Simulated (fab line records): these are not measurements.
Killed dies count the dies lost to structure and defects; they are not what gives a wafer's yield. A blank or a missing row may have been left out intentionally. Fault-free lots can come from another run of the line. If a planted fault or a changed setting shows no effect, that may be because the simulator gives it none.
Lot-split experiment + flow n5-finfet + 7 lots, 21 wafers read, on a route of 1938 steps

## ON THE SPLIT
At N5_HKMG_FIN_ETCH_55 (etches SOC in N2/H2, target depth 240 nm, time 300 s), the setting time-s was moved away from the recipe's 300 s on 7 of the 21 wafers read, by -11.3% to +13.0%. For the rest of the wafers, this setting stayed at what the recipe calls for.

The split's own step is where the reading is taken.

## THE READING
etch.depth-nm (the simulator's own value, which no gauge read), in nm, at N5_HKMG_FIN_ETCH_55 (etches SOC in N2/H2, target depth 240 nm, time 300 s). There is no usual value for it anywhere in the file. Average 233.9 nm, standard deviation 4.8 nm, over the 14 wafers here run with the recipe.

| wafer  | tool, chamber at the split | time-s as run, s | against the recipe | etch.depth-nm, nm | against lot-mates on the recipe |
|--------|----------------------------|------------------|--------------------|-------------------|---------------------------------|
| L075.1 | rie-diel-04, 0             | 300              | recipe             | 236.9             | -                               |
| L075.2 | rie-diel-04, 2             | 300              | recipe             | 233.2             | -                               |
| L075.3 | rie-diel-04, 1             | 300              | recipe             | 235               | -                               |
| L076.3 | rie-diel-04, 2             | 300              | recipe             | 234.5             | -                               |
| L076.4 | rie-diel-04, 0             | 300              | recipe             | 238.1             | -                               |
| L076.5 | rie-diel-04, 3             | 300              | recipe             | 235.3             | -                               |
| L087.1 | rie-diel-01, 2             | 300              | recipe             | 233.9             | -                               |
| L087.5 | rie-diel-01, 0             | 300              | recipe             | 225.6             | -                               |
| L087.6 | rie-diel-01, 3             | 275.1            | -8.3%              | 226.2             | -3.6                            |
| L090.2 | rie-diel-04, 2             | 266.2            | -11.3%             | 208.3             | -26.4                           |
| L090.5 | rie-diel-04, 1             | 300              | recipe             | 234.7             | -                               |
| L090.6 | rie-diel-04, 2             | 266.2            | -11.3%             | 206.6             | -28.1                           |
| L092.2 | rie-diel-04, 3             | 300              | recipe             | 229.6             | -                               |
| L092.3 | rie-diel-04, 1             | 339.1            | +13.0%             | 264.1             | +34.5                           |
| L092.6 | rie-diel-04, 0             | 339.1            | +13.0%             | 277               | +47.4                           |
| L093.1 | rie-diel-01, 2             | 338              | +12.7%             | 273.6             | +29.0                           |
| L093.2 | rie-diel-01, 1             | 300              | recipe             | 244.6             | -                               |
| L093.6 | rie-diel-01, 1             | 338              | +12.7%             | 276.8             | +32.2                           |
| L094.2 | rie-diel-01, 2             | 300              | recipe             | 237.7             | -                               |
| L094.4 | rie-diel-01, 0             | 300              | recipe             | 227.3             | -                               |
| L094.6 | rie-diel-01, 0             | 300              | recipe             | 228.3             | -                               |

FIT RESULTS
A straight line over all 21 wafers: etch.depth-nm changes by +2.67 nm for each +1% of time-s; r = +0.95; the points scatter about the line by 6 nm.
The same after taking each lot's own level away (the mean of its wafers on the recipe; 21 wafers): +2.49 nm for each +1%; r = +0.95; scatter 5.6 nm.
The reading moves by 33 nm for the largest change in time-s, on that fit.
From 229.60 to 244.60 nm: that is the span of the lots' own levels, equal to 3.1 times the standard deviation above.
Consequently the slope shifts little with the lot-to-lot level, the two slopes agreeing.
Check: +34 nm against its lot-mates is what the line predicts for one of the wafers moved furthest among these (+13.0%) when that wafer is left out of the fit. Against them it came out at +34.5 nm.

## THESE WAFERS: OTHER SPLITS
Before the reading, these wafers also passed through other splits. Each is held against what the fit with the lots' levels taken away leaves over:
| other split on the same wafers | wafers away from the commonest value | r with etch.depth-nm (lot level and that fit taken away) |
|--------------------------------|--------------------------------------|----------------------------------------------------------|
| N5_SD_EPI_P_PEB_07 peb-time-s  | 10                                   | +0.14                                                    |
| N5_SDB_ETCH_18 source-w        | 7                                    | -0.29                                                    |
| N5_HKMG_FIN_ETCH_54 source-w   | 9                                    | +0.08                                                    |

## THE WHOLE CHAIN: every reading that the file lists as answering this split, in the file's order
| step                | what it does                                         | reading                                                                    | change (the file's fit)              | r (the file's) |
|---------------------|------------------------------------------------------|----------------------------------------------------------------------------|--------------------------------------|----------------|
| N5_HKMG_FIN_ETCH_55 | etches SOC in N2/H2, target depth 240 nm, time 300 s | HKMG_FIN.feature-depth-nm (the simulator's own value, which no gauge read) | +2.39 nm for each +1% of the setting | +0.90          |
| N5_HKMG_FIN_ETCH_55 | etches SOC in N2/H2, target depth 240 nm, time 300 s | etch.depth-nm (the simulator's own value, which no gauge read)             | +2.39 nm for each +1% of the setting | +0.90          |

## THE FILE'S OWN FIT
etch.depth-nm changes by +2.39 nm for each +1% of time-s, r = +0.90.
